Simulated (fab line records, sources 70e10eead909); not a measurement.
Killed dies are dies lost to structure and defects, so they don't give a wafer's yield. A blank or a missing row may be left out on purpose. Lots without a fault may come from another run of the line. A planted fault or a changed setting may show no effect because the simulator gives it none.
A struck lot beside a sound one | flow nand_harc | 12 steps out of a route of 1159
Sound: wafers L938.1, L938.3, L938.6. Struck: wafers L954.1, L954.5, L954.6. The cause comes at the end.
At each step with rows: each side's tool, then ch and its chambers, then its first start. Under that, the readings that differ: sound wafers | struck wafers | difference of the means | sigmas: that difference in standard deviations of wafers without a fault.
alike: readings whose means differ by less than 2 such deviations, and words and numbers that are the same on both sides. not compared: withheld readings, readings that some wafer has no value for, bounds like >300 that may hide the same value, and numbers for which the record gives no deviation and whose values overlap.
The two part at a step that has a row with sigmas, a row that says differs or no value, or rows on one side only. Numbers that don't overlap but have no deviation are shown without sigmas and don't part them. A reading that every wafer of one side lacks parts them only if that side has two wafers or more.

NHARC_A_CHANNEL_FILL_D1_CMP_10: polishes, target thk 150 nm.
  sound on cmp-03 ch 0,1, day 10 13:38; struck on cmp-02 ch 2,3, day 14 10:58
  alike: motor_current_A, time_to_endpoint_s
then, 1 step without rows for these wafers: NHARC_A_CHANNEL_FILL_D1_SRD_12.
NHARC_A_CHANNEL_FILL_D1_RTA_24: time 5 s.
  sound on rtp_anneal-02 ch 0, day 10 14:04; struck on rtp_anneal-01 ch 0, day 14 11:23
  alike: lamp_power_pct, wafer_temp_C_max
NHARC_A_CHANNEL_FILL_D1_INSPECT_13:
  sound on defect_inspect-02, day 10 14:16; struck on defect_inspect-02, day 14 11:34
  reading          | sound        | struck      | difference | sigmas
  raw_defect_count | 1012 403 559 | 358 291 368 | -319       | -2
NHARC_A_STAIRCASE_DEP_156: deposits SiNx, target thk 50 nm.
  sound on pecvd-04 ch 0,2, day 10 14:21; struck on pecvd-04 ch 0,1,2, day 14 11:40
  alike: heater_power_w, susceptor_temp_C
  not compared: since_wet_clean_h
then, 5 steps without rows for these wafers: NHARC_A_STAIRCASE_DEHYDRATE_158 (time 120 s); NHARC_A_STAIRCASE_HMDS_159 (time 30 s); NHARC_A_STAIRCASE_COAT_160; NHARC_A_STAIRCASE_SOFTBAKE_161 (time 170 s); NHARC_A_STAIRCASE_EBR_162.
NHARC_A_STAIRCASE_EXPOSE_163: exposes mask STAIR OPEN.
  sound on krf_scanner-01 ch 0, day 10 14:49; struck on krf_scanner-03 ch 0, day 14 12:07
  reading                             | sound                | struck            | difference | sigmas
  model.A_STAIRCASE.overlay_x_nm (nm) | 0.4033 0.4033 0.4033 | 64.99 64.99 64.99 | +64.59     |
  alike: mask
then, 1 step without rows for these wafers: NHARC_A_STAIRCASE_PEB_164 (peb time 130 s).

WHERE THEY PART
Only at NHARC_A_CHANNEL_FILL_D1_INSPECT_13, within this record. Later steps at which nothing parts them and some readings are alike: NHARC_A_STAIRCASE_DEP_156, NHARC_A_STAIRCASE_EXPOSE_163.

WHY: what the simulator had put in
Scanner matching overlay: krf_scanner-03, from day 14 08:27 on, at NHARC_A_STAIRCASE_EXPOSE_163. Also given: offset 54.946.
